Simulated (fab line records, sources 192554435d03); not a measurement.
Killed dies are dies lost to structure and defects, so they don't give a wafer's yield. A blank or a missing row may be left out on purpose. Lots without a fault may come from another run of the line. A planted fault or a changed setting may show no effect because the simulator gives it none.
Problem report in the 8D (eight disciplines) form, filled by code | flow n5_finfet | the parts of the form that need people (team, actions taken, sign-off) are left out

1. THE PROBLEM
spin_speed_rpm at N5_WELL_APT_COAT_02 reads a mean of 1557.2 rpm on 6 wafers of 2 lots; wafers without a fault read 1357.0 rpm with a standard deviation of 0.83. That is +99 or more standard deviations from the usual mean.
The step: resist thk 950 nm.
First seen on wafer L613.1, day 5 07:46, on litho_track-01. The record holds 18 wafers of 6 lots with a number at this step. Rule for "out", or "out of limits": more than 4 standard deviations from the usual mean. The other wafers with a number count as sound.

2. WHAT IT IS AND WHAT IT IS NOT
question                    | is                     | is not
which readings at this step | spin_speed_rpm         | resist_line_temp_C
which lots                  | L613, L616             | L599, L606, L619, L620
which wafers of those lots  | all that have a number | -
read on which tools         | litho_track-01         | litho_track-03, litho_track-05
when                        | from day 5 07:46       | up to then (6 sound wafers); but 6 sound wafers of L619, L620 came after

3. SUSPECTS, AND WHAT RULES EACH OUT
Counting: a tool at a process step up to the reading stays a suspect if it ran every lot that is out and no sound lot after the first of them.
- litho_track-01 at N5_WELL_APT_COAT_02 (resist thk 950 nm): kept. It ran every lot that is out, first L613 (day 5 07:46), and no sound lot after that; its last sound lot up to then is L599 (day 1 19:22). Its own readings are out on those wafers: spin_speed_rpm.
Left after counting: litho_track-01 at N5_WELL_APT_COAT_02.

4. THE CAUSE (what the simulator had put in)
Process parameter drift: litho_track-01, from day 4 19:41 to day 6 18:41, at N5_WELL_APT_COAT_02. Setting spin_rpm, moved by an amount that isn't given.
Counting left only this tool.

5. THE CHAIN OF EFFECTS, in route order
Each row: a reading whose mean over the struck wafers that have a number lies more than 3 standard deviations from the usual. Only readings for which the record gives a usual standard deviation are gone through. hours: the time from each lot's start at the first step in this table that gives one to its start at this step, as a median over the lots. sigmas: the change in usual standard deviations.
hours | step                | reading        | usual      | on struck wafers | change | sigmas
0     | N5_WELL_APT_COAT_02 | spin_speed_rpm | 1357.0 rpm | 1557.2           | +200.2 | +99 or more
The process steps in it:
- N5_WELL_APT_COAT_02: resist thk 950 nm.
Later measuring or inspecting steps at which every struck wafer that the step has a row for has a number for every such reading, and none has moved that far: N5_WELL_APT_CD_MEAS_08, N5_WELL_APT_OVL_MEAS_09, N5_WELL_APT_INSPECT_10, N5_BEOL_M4_RC_MEAS_101.

6. WHAT WOULD HAVE CAUGHT IT SOONER
In this record the first reading out of limits was taken at day 5 07:46, 12 hours after the fault began at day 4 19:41.
